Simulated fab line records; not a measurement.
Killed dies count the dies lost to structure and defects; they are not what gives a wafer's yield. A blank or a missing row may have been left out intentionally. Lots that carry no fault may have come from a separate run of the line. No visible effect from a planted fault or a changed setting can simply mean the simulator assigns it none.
3 desks looking at one fault ; flow n5_finfet ; each desk holds nothing but its own numbers, with what lay behind them at the end

== METROLOGY DESK ==
What the gauges read, lot by lot, whatever tool the lot ran on: means of the sampled wafers that have a number. Any lot whose mean is over 4 standard deviations away from the usual mean is out of limits and marked OUT; that distance is given in the brackets.
Columns: A = cd_nm at N5_BEOL_M5_CD_MEAS_11, usual 28.08 nm; B = M5_OVL at N5_BEOL_M5_OVL_MEAS_12, usual -0.2 nm
lot;first seen here;A;B
L456;day 10 01:07;28.19;-0.9
L460;day 11 06:05;28.16;0.0
L463;day 11 09:16;28.29;0.1
L465;day 12 15:33;27.94;-0.7
L469;day 13 05:26;28.30;0.1
L470;day 13 17:46;27.75;0.8
This desk's finding: nothing out of limits on any of the 6 lots.

== THE DEFECT DESK ==
For each lot, the counts of the inspections along the route, averaged over the sampled wafers that have a number. Any lot whose mean is over 4 standard deviations away from the usual mean is out of limits and marked OUT; that distance is given in the brackets.
Columns: A = raw_defect_count at N5_BEOL_M5_INSPECT_13, usual 426
lot;first seen here;A
L456;day 10 01:13;391
L460;day 11 06:11;508
L463;day 11 09:20;369
L465;day 12 15:38;346
L469;day 13 05:31;450
L470;day 13 17:50;453
This desk's finding: nothing out of limits on any of the 6 lots.

== DESK OF THE TOOL OWNER: rie_diel-03 ==
The tool's own readings at N5_BEOL_M5_ETCH_72 (etches underlayer in N2/H2, target depth 6.5 nm, time 5.2 s): means of the sampled wafers that have a number, for each lot that ran on this tool. Any lot whose mean is over 4 standard deviations away from the usual mean is out of limits and marked OUT; that distance is given in the brackets.
Columns: A = drypump_motor_current_A at N5_BEOL_M5_ETCH_72, usual 5.6 A; B = etch_rf_on_time_s at N5_BEOL_M5_ETCH_72, usual 5.30 s; C = n2_flow_sccm at N5_BEOL_M5_ETCH_72, usual 200.0 sccm; D = oes_product_au at N5_BEOL_M5_ETCH_72, usual 0.68 a.u.; E = rf_vpp_V at N5_BEOL_M5_ETCH_72, usual 525.4 V; F = showerhead_plenum_p_Torr at N5_BEOL_M5_ETCH_72, usual 2.59 Torr; G = throttle_valve_pct at N5_BEOL_M5_ETCH_72, usual 17.78 %
lot;first seen here;A;B;C;D;E;F;G
L456;day 10 01:17;5.7;5.28;199.6;0.73;525.6;2.63;17.82
L460;day 11 06:15;5.7;5.38;200.4;0.71;526.9;2.62;17.84
L463;day 11 09:25;5.7;6.40 (+7.4) OUT;200.0;0.67;524.6;2.58;17.88
L465;day 12 15:44;5.7;7.27 (+13) OUT;200.3;0.59;524.4;2.58;17.88
This desk finds L463, L465 out of limits, L463 being first, at day 11 09:25 (etch_rf_on_time_s at N5_BEOL_M5_ETCH_72). L456, L460 stayed within limits.

== TAKEN TOGETHER ==
On L463, L465, at day 11 09:25, an alarm was possible from the tool owner's desk.
The metrology desk saw nothing out of limits.
No out-of-limits result turned up at the defect desk.
The metrology desk holds a record of L463, L465, inside its limits.
The defect desk has L463, L465 on record, within its limits.
N5_BEOL_M5_ETCH_72 was run on rie_diel-03 by each of the lots named.

== WHAT HAD BEEN PUT IN BY THE SIMULATOR ==
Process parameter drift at N5_BEOL_M5_ETCH_72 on rie_diel-03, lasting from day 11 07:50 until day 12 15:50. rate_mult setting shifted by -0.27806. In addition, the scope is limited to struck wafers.
Struck lots among those shown: L463, L465.
Hours from the fault's start to each desk's first reading out of limits: the tool owner's desk, 2.
